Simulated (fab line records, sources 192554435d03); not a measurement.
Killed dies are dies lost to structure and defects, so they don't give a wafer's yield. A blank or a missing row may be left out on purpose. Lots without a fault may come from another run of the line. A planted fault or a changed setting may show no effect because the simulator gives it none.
Problem report in the 8D (eight disciplines) form, filled by code | flow n5_finfet | the parts of the form that need people (team, actions taken, sign-off) are left out

1. THE PROBLEM
cd_nm at N5_BEOL_M1_CD_MEAS_28 reads a mean of 20.02 nm on 2 wafers of 2 lots; wafers without a fault read 23.97 nm with a standard deviation of 0.22. That is -18 standard deviations from the usual mean.
The step: target cd y 23.3 nm.
First seen on wafer L714.2, day 8 22:57, on cd_sem-03. The record holds 27 wafers of 9 lots with a number at this step. Rule for "out", or "out of limits": more than 4 standard deviations from the usual mean. The other wafers with a number count as sound.

2. WHAT IT IS AND WHAT IT IS NOT
question                    | is               | is not
which readings at this step | cd_nm            | -
which lots                  | L714, L717       | L707, L712, L715, L716, L721, L724, L725
which wafers of those lots  | L714.2, L717.2   | L714.1, L714.3, L717.3, L717.5
read on which gauges        | cd_sem-03        | cd_sem-01, cd_sem-02
when                        | from day 8 22:57 | up to then (8 sound wafers); but 17 sound wafers of L715, L716, L717, L721, L724, L725 came after

3. SUSPECTS, AND WHAT RULES EACH OUT
Counting: a tool at a process step up to the reading stays a suspect if it ran every lot that is out. Sound lots after the first of them don't rule it out here, since some wafers of a struck lot are sound.
- the gauge at N5_BEOL_M1_CD_MEAS_28: ruled out. All the wafers that are out were read on cd_sem-03, but those of them that N5_PASSIVATION_PROBE_49 has rows for are out there too, on other tools.
- euv_scanner-02 at N5_BEOL_M1_EXPOSE_25 (exposes mask V0, defocus 5 nm, target cd 24 nm): kept. It ran every lot that is out, first L714 (day 8 22:49); its last sound lot up to then is L712 (day 8 08:26).
Left after counting: euv_scanner-02 at N5_BEOL_M1_EXPOSE_25.

4. THE CAUSE (what the simulator had put in)
Process parameter drift: euv_scanner-02, from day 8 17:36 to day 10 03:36, at N5_BEOL_M1_EXPOSE_25. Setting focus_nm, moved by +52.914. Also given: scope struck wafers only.
Counting left only this tool.

5. THE CHAIN OF EFFECTS, in route order
Each row: a reading whose mean over the struck wafers that have a number lies more than 3 standard deviations from the usual. Only readings for which the record gives a usual standard deviation are gone through. hours: the time from each lot's start at the first step in this table that gives one to its start at this step, as a median over the lots. sigmas: the change in usual standard deviations.
hours | step                    | reading              | usual    | on struck wafers | change | sigmas
0     | N5_BEOL_M1_CD_MEAS_28   | cd_nm                | 23.97 nm | 20.02            | -3.95  | -18
135   | N5_PASSIVATION_PROBE_49 | defect_limited_yield | 91.3 %   | 18.7             | -72.6  | -48
135   | N5_PASSIVATION_PROBE_49 | killed_at_M0_to_M3   | 34       | 874              | +840   | +76
135   | N5_PASSIVATION_PROBE_49 | killed_at_other      | 4        | 15               | +11    | +3.3
135   | N5_PASSIVATION_PROBE_49 | killed_dies          | 102      | 960              | +858   | +48
135   | N5_PASSIVATION_PROBE_49 | killed_on_rim        | 13       | 88               | +76    | +20
135   | N5_PASSIVATION_PROBE_49 | sort_bin_5_function  | 5.1 %    | 76.5             | +71.4  | +71
135   | N5_PASSIVATION_PROBE_49 | sort_n_pass          | 1077     | 220              | -856   | -45
135   | N5_PASSIVATION_PROBE_49 | sort_yield_pct       | 91.3 %   | 18.7             | -72.6  | -45
The process steps in it:
- N5_PASSIVATION_PROBE_49

6. WHAT WOULD HAVE CAUGHT IT SOONER
In this record the first reading out of limits at a measuring or inspecting step was taken at day 8 22:57, 5 hours after the fault began at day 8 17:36.
Of the lots that are out (2), L717 began N5_BEOL_M1_EXPOSE_25 on euv_scanner-02 after day 8 22:57. A hold on the tool at that time would have spared it.
